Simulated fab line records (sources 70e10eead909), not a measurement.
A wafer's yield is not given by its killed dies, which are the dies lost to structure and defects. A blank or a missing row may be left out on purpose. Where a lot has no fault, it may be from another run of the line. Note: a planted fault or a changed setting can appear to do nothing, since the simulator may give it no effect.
Problem report, 8D (eight disciplines) form, completed by code || flow nand_harc || the parts of the form that need people (team, actions taken, sign-off) are left out

== 1. WHAT IS WRONG ==
Mean of chamber_pressure_mTorr at NHARC_A_CONTACT_ETCH_118: 16.012 mTorr across 6 wafers in 2 lots; on wafers with no fault it is 20.004 mTorr (standard deviation 0.017). So: -99 or more standard deviations from the usual mean.
The step: etches the open film in C4F8/O2/Ar, time 190 s, target depth 1850 nm.
The first sign was on wafer L981.1 at day 23 21:39, on har_cap_etch-01. At this step, 36 wafers from 12 lots have a number in the record. The rule behind "out" and "out of limits": a value lying over 4 standard deviations away from the usual mean. All remaining wafers that have a number are taken as sound.

== 2. WHAT IT IS, WHAT IT ISN'T ==
{"question": "which readings at this step", "is": "chamber_pressure_mTorr", "is not": "-"}
{"question": "which lots", "is": "L981, L982", "is not": "L977, L988, L989, L991, L992, L994, L995, L996, L997, L998"}
{"question": "which wafers of those lots", "is": "all that have a number", "is not": "-"}
{"question": "read on which tools", "is": "har_cap_etch-01", "is not": "har_cap_etch-02, har_cap_etch-03"}
{"question": "when", "is": "from day 23 21:39", "is not": "up to then (3 sound wafers); but 27 sound wafers of L988, L989, L991, L992, L994, L995, L996, L997, L998 came after"}

== 3. WHAT RULES OUT EACH SUSPECT ==
Counting: a tool at a process step up to the reading stays a suspect if it ran every lot that is out and no sound lot after the first of them.
- har_cap_etch-01 at NHARC_A_CONTACT_ETCH_111 (etches the open film in C4F8/O2/Ar, time 140 s, target depth 700 nm): ruled out as a lasting fault. Following L981 (day 23 20:26), the first lot on it that is out, the sound lots L989, L991, L996, L997 were run on it.
- har_cap_etch-01 at NHARC_A_CONTACT_ETCH_118 (etches the open film in C4F8/O2/Ar, time 190 s, target depth 1850 nm): ruled out as a lasting fault. Following L981 (day 23 21:39), the first lot on it that is out, the sound lots L989, L991, L996, L997 were run on it.
Left after counting: nothing in the record.

== 4. THE CAUSE (what the simulator had put in) ==
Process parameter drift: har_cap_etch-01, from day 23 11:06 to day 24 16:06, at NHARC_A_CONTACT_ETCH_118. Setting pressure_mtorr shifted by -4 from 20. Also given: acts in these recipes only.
Counting ruled it out, wrongly.

== 5. THE CHAIN OF EFFECTS, in route order ==
Rows list readings where the struck wafers' mean (over those with a number) sits beyond 3 standard deviations from the usual. Scope: only readings with a usual standard deviation given in the record; hours: median across lots of the time from each lot's start at the first step in this table that gives one to its start at this step; sigmas: change in usual standard deviations.
{"hours": 0, "step": "NHARC_A_CONTACT_ETCH_118", "reading": "chamber_pressure_mTorr", "usual": "20.004 mTorr", "on struck wafers": 16.012, "change": -3.992, "sigmas": "-99 or more"}
Process steps it contains:
- NHARC_A_CONTACT_ETCH_118: etches the open film in C4F8/O2/Ar, time 190 s, target depth 1850 nm.

== 6. HOW IT WOULD HAVE BEEN CAUGHT EARLIER ==
In this record the first reading out of limits was taken at day 23 21:39, 11 hours after the fault began at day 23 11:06.
